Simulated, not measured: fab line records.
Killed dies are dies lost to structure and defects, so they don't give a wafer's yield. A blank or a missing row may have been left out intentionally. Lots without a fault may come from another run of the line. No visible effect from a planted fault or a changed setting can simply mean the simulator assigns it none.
Matching of chambers    flow nand_harc    rie_diel-10 running NHARC_A_SLIT_DESCUM_14: 4 sister chambers
The step chemistry O2, time 3 s. 14 wafers are shown with their chamber, then 7 later ones without.

== WAFERS WITH THEIR CHAMBER ==
wafer   chamber  showerhead_plenum_p_Torr (Torr)  oes_product_au (a.u.)  rf_vpp_V (V)
L077.1  0        1.93                             0.989                  57.0
L077.4  3        1.78                             0.997                  56.8
L077.6  2        2.03                             0.983                  56.7
L082.1  3        1.78                             0.984                  56.6
L082.2  0        1.93                             1.004                  58.1
L082.5  2        2.03                             0.978                  58.0
L079.4  0        1.93                             0.999                  57.4
L079.5  3        1.78                             0.986                  57.7
L079.6  0        1.93                             0.995                  56.5
L087.1  3        1.78                             0.986                  57.9
L087.2  2        2.03                             0.968                  58.4
L087.6  3        1.78                             0.984                  58.7
L091.4  1        1.98                             1.007                  60.2
L091.5  0        1.92                             0.990                  58.5

SIGNATURES, as means of the wafers listed above
reading                   chamber 0  chamber 1  chamber 2  chamber 3  scatter within a chamber
showerhead_plenum_p_Torr  1.9280     1.9800     2.0300     1.7800     0.00283
oes_product_au            0.99540    1.00700    0.97633    0.98740    0.00627
rf_vpp_V                  57.500     60.200     57.700     57.540     0.845
Rule: for each reading, subtract the chamber's mean from the wafer's reading, divide by that reading's scatter and square the result; add these up over the readings and take the root, which gives the wafer's distance from the chamber. The wafer belongs to the nearest chamber; if the next one is less than 2 further off, it can't be placed. How the scatter is found: for the shown wafers, subtract from each reading the mean of its chamber, square and add these, divide the total by (wafers less chambers), then take the root.

== WAFERS MISSING THEIR CHAMBER ==
wafer   showerhead_plenum_p_Torr (Torr)  oes_product_au (a.u.)  rf_vpp_V (V)
L091.6  1.78                             0.981                  57.1
L086.1  1.98                             1.005                  58.5
L086.3  2.02                             0.975                  57.7
L086.5  1.98                             0.992                  58.7
L090.1  1.78                             0.982                  57.5
L090.2  1.98                             1.003                  56.5
L090.6  1.78                             0.986                  56.0

== WHICH CHAMBER EACH ONE RAN IN ==
wafer   from the rows above  in truth
L091.6  3                    3
L086.1  1                    1
L086.3  2                    2
L086.5  1                    1
L090.1  3                    3
L090.2  1                    1
L090.6  3                    3
7 of 7 placed correctly. Number that these rows cannot place: 0. Placed wrongly: 0.
